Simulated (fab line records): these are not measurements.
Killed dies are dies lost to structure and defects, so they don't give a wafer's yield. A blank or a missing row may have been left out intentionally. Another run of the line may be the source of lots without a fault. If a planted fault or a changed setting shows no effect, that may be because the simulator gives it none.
Which tool did it? / flow n5 finfet / 11 lots, 33 wafers sampled, at 1 step of a route of 1938

== WHAT THE GAUGES READ, wafer by wafer ==
N5_BEOL_M12_INSPECT_30: inspects for defects (macro).
lot=L996; measured=day 11 18:23; on=defect inspect-02; raw defect count=2 3 1
lot=L997; measured=day 11 18:44; on=defect inspect-01; raw defect count=2 4 1
lot=L100; measured=day 13 19:04; on=defect inspect-02; raw defect count=1 3 4
lot=L107; measured=day 16 07:38; on=defect inspect-02; raw defect count=2 0 2
lot=L109; measured=day 16 10:20; on=defect inspect-02; raw defect count=2 2 4
lot=L108; measured=day 16 12:34; on=defect inspect-02; raw defect count=4 3 1
lot=L998; measured=day 16 19:41; on=defect inspect-02; raw defect count=5 4 1
lot=L110; measured=day 17 23:40; on=defect inspect-02; raw defect count=0 3 2
lot=L114; measured=day 18 00:02; on=defect inspect-02; raw defect count=1 3 1
lot=L115; measured=day 18 06:37; on=defect inspect-02; raw defect count=3 1 3
lot=L119; measured=day 18 12:35; on=defect inspect-01; raw defect count=1 2 4

== EACH LOT AND THE TOOL THAT RAN IT (in order: tool; ch and the chambers of the sampled wafers; start) ==
The record shows no process step preceding these readings.

== THE ANSWER, worked out from the rows above alone ==
Rule: the lots themselves supply what counts as usual. Put in order of their means at a reading, lots are off if they are a third of the lots or fewer, leave a main group of 4 or more, and stand apart from it by a gap of 3 or more times the standard deviation of the main group's means; of several such gaps the widest counts. Not used: any main group whose means are identical at the precision the tables above print for the reading. A lot without any number at a reading at which 4 lots or more have one is off too. Where the step has rows for the other lots, those lots are counted as sound.
Nothing can be told from this: no lot is off at any reading shown.

== WHAT WAS PUT IN BY THE SIMULATOR ==
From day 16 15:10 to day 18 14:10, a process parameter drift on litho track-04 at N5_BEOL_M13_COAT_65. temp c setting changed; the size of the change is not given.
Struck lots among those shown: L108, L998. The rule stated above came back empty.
